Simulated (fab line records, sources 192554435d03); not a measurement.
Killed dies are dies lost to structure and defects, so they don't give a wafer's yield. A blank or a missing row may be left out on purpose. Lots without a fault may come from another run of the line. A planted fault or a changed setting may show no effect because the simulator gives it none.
A struck lot beside a sound one | flow n5_finfet | 16 steps out of a route of 1938
Sound: wafers L770.1, L770.2, L770.6. Struck: wafers L792.4, L792.5. The cause comes at the end.
At each step with rows: each side's tool, then ch and its chambers, then its first start. Under that, the readings that differ: sound wafers | struck wafers | difference of the means | sigmas: that difference in standard deviations of wafers without a fault.
alike: readings whose means differ by less than 2 such deviations, and words and numbers that are the same on both sides. not compared: withheld readings, readings that some wafer has no value for, bounds like >300 that may hide the same value, and numbers for which the record gives no deviation and whose values overlap.
The two part at a step that has a row with sigmas, a row that says differs or no value, or rows on one side only. Numbers that don't overlap but have no deviation are shown without sigmas and don't part them. A reading that every wafer of one side lacks parts them only if that side has two wafers or more.

first, 8 steps without rows for these wafers: N5_BEOL_M4_COAT_62 (time 60 s, resist thk 12 nm); N5_BEOL_M4_COAT_73 (time 60 s, resist thk 5 nm); N5_BEOL_M4_COAT_05 (resist thk 30 nm); N5_BEOL_M4_EBR_07; N5_BEOL_M4_SOFTBAKE_06 (time 60 s); N5_BEOL_M4_EXPOSE_08 (exposes mask M4); N5_BEOL_M4_PEB_09 (peb time 60 s); N5_BEOL_M4_DEVELOP_10 (develop time 30 s).
N5_BEOL_M4_CD_MEAS_11: target cd 16.79 nm.
  sound on cd_sem-03 ch 0, day 8 15:07; struck on cd_sem-03 ch 0, day 15 07:25
  alike: cd_nm
N5_BEOL_M4_OVL_MEAS_12:
  sound on overlay-02 ch 0, day 8 15:08; struck on overlay-02 ch 0, day 15 07:28
  alike: M4_OVL
N5_BEOL_M4_INSPECT_13: inspects for defects (brightfield).
  sound on defect_inspect-01, day 8 15:12; struck on defect_inspect-02, day 15 07:30
  alike: raw_defect_count
N5_BEOL_M4_DESCUM_16: chemistry O2, time 7 s.
  sound on rie_diel-04 ch 1,3, day 8 15:14; struck on rie_diel-04 ch 0,3, day 15 07:34
  reading               | sound          | struck    | difference | sigmas
  oes_product_au (a.u.) | 0.68 0.70 0.67 | 0.89 0.92 | +0.22      | +3
  alike: drypump_motor_current_A, rf_vpp_V, showerhead_plenum_p_Torr, throttle_valve_pct
  not compared: rf_hours_counter_h
N5_BEOL_M4_ETCH_74: etches underlayer in N2/H2, target depth 6.5 nm, time 5.2 s.
  sound on rie_diel-04 ch 1,3, day 8 15:16; struck on rie_diel-04 ch 0,3, day 15 07:35
  reading               | sound          | struck    | difference | sigmas
  etch_rf_on_time_s (s) | 5.28 5.30 5.25 | 3.29 3.30 | -1.98      | -34
  oes_product_au (a.u.) | 0.57 0.58 0.58 | 0.97 1.01 | +0.41      | +6
  alike: bias_w, drypump_motor_current_A, rf_vpp_V, showerhead_plenum_p_Torr, throttle_valve_pct
  not compared: rf_hours_counter_h
N5_BEOL_M4_ETCH_63: etches SiARC in CF4, target depth 15.6 nm, time 26 s.
  sound on rie_diel-04 ch 1,3, day 8 15:17; struck on rie_diel-04 ch 0,3, day 15 07:37
  reading                | sound             | struck      | difference | sigmas
  etch_rf_on_time_s (s)  | 26.30 26.21 26.46 | 25.56 25.52 | -0.78      | -3
  oes_product_au (a.u.)  | 0.58 0.60 0.58    | 0.76 0.79   | +0.19      | +3
  throttle_valve_pct (%) | 15.84 15.61 15.84 | 15.19 15.45 | -0.44      | -2
  alike: bias_w, drypump_motor_current_A, rf_vpp_V, showerhead_plenum_p_Torr
  not compared: rf_hours_counter_h
N5_BEOL_M4_RC_MEAS_101:
  sound on prober-01 ch 0, day 9 18:47; struck on prober-01 ch 0, day 15 22:58
  alike: DIBL_N, DIBL_P, IOFF_N, IOFF_P, ION_N, ION_P, SS_N, SS_P, VT_N, VT_P
then, 1 step without rows for these wafers: N5_PASSIVATION_PROBE_49.

WHERE THEY PART
First at N5_BEOL_M4_DESCUM_16; last, within this record, at N5_BEOL_M4_ETCH_63. Later steps at which nothing parts them and some readings are alike: N5_BEOL_M4_RC_MEAS_101.

WHY: what the simulator had put in
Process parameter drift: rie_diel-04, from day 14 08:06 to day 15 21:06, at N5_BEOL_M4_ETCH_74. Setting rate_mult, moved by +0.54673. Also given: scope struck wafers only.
